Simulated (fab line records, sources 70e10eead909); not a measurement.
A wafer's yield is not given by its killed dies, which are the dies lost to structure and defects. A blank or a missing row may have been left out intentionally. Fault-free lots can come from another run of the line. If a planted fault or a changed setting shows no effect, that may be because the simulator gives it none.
Struck lot and sound lot, side by side || flow nand-harc || 15 out of 1302 route steps
Sound: these wafers, L676.2, L676.3, L676.5. Wafers struck: L683.1, L683.3, L683.4. At the end, the cause is stated.
Per side, at each step with rows, come the tool, then ch with its chambers, and then its first start. Under that, the readings that differ: sound wafers || struck wafers || difference of the means || sigmas: that difference in standard deviations of wafers without a fault.
alike: readings with means less than 2 such deviations apart, plus words and numbers identical on both sides. not compared: withheld readings, readings lacking a value on some wafer, bounds such as >300 that could conceal the same value, and numbers that have no deviation in the record and whose values overlap.
Wherever a step has rows on one side only, a row that says differs or no value, or a row with sigmas, the two part there. Numbers that don't overlap but have no deviation are shown without sigmas and don't part them. A reading that every wafer of one side lacks parts them only if that side has two wafers or more.

first, 1 step without rows for these wafers: NHARC_A_ONON_D1_DEP_12 (target thk 1000 nm).
NHARC_A_ONON_D1_THK_MEAS_14: measures by ellipsometry.
  sound on film-metro-01 at day 9 23:11; struck on film-metro-02 at day 12 16:43
  alike: thk-nm
then, 2 steps without rows for these wafers: NHARC_A_ONON_D1_ANNEAL_15 (time 3600 s); NHARC_A_ONON_D1_DEP_16 (target thk 1000 nm).
NHARC_A_ONON_D1_THK_MEAS_18: measures by ellipsometry.
  sound on film-metro-01 at day 10 10:36; struck on film-metro-01 at day 13 00:31
  alike: thk-nm
then NHARC_A_ONON_D1_DEP_19 (target thk 1000 nm), 1 step lacking rows for these wafers.
NHARC_A_ONON_D1_THK_MEAS_21: measures by ellipsometry.
  sound on film-metro-01 at day 10 11:10; struck on film-metro-01 at day 13 01:05
  alike: thk-nm
then NHARC_A_ONON_D1_DEP_22 (target thk 1000 nm), 1 step lacking rows for these wafers.
NHARC_A_ONON_D1_THK_MEAS_24: measures by ellipsometry.
  sound on film-metro-01 at day 10 11:44; struck on film-metro-01 at day 13 01:39
  alike: thk-nm
then NHARC_A_ONON_D1_DEP_25 (target thk 1000 nm), 1 step lacking rows for these wafers.
NHARC_A_ONON_D1_THK_MEAS_27: measures by ellipsometry.
  sound on film-metro-02 at day 10 12:18; struck on film-metro-01 at day 13 02:13
{"reading": "thk-nm (nm)", "sound": "999 1000 1000", "struck": "1025 1026 1026", "difference": "+26", "sigmas": "+2"}
NHARC_A_ONON_D1_DEP_28: target thk 1000 nm.
  sound on pecvd-onon-04 ch 0, day 10 12:25; struck on pecvd-onon-04 ch 0, day 13 02:16
  alike: n2o-flow-sccm, nh3-flow-sccm
NHARC_A_ONON_D1_THK_MEAS_30: measures by ellipsometry.
  sound on film-metro-01 at day 10 12:52; struck on film-metro-02 at day 13 02:47
{"reading": "thk-nm (nm)", "sound": "992 993 993", "struck": "669 670 670", "difference": -323, "sigmas": -33}
NHARC_A_ONON_D1_DEP_33: deposits SiO2, target thk 200 nm.
  sound on pecvd-01 ch 0,1,2, day 10 12:55; struck on pecvd-03 ch 1,2, day 13 02:50
  alike: heater-power-w, throttle-valve-pct
-- the record jumps here: 16 days lie between the struck wafers' starts before and after (it left off in module A_ONON_D1 and takes up again in module END, whose first step shown is number 1302 of the route) --
NHARC_END_SORT_01:
  only the struck wafers appear in the record here, on prober-02 ch 0 at day 29 05:37; the sound ones have no rows

## WHERE THEY PART
First at NHARC_A_ONON_D1_THK_MEAS_27; last, within this record, at NHARC_END_SORT_01.

WHY: the cause the simulator had injected
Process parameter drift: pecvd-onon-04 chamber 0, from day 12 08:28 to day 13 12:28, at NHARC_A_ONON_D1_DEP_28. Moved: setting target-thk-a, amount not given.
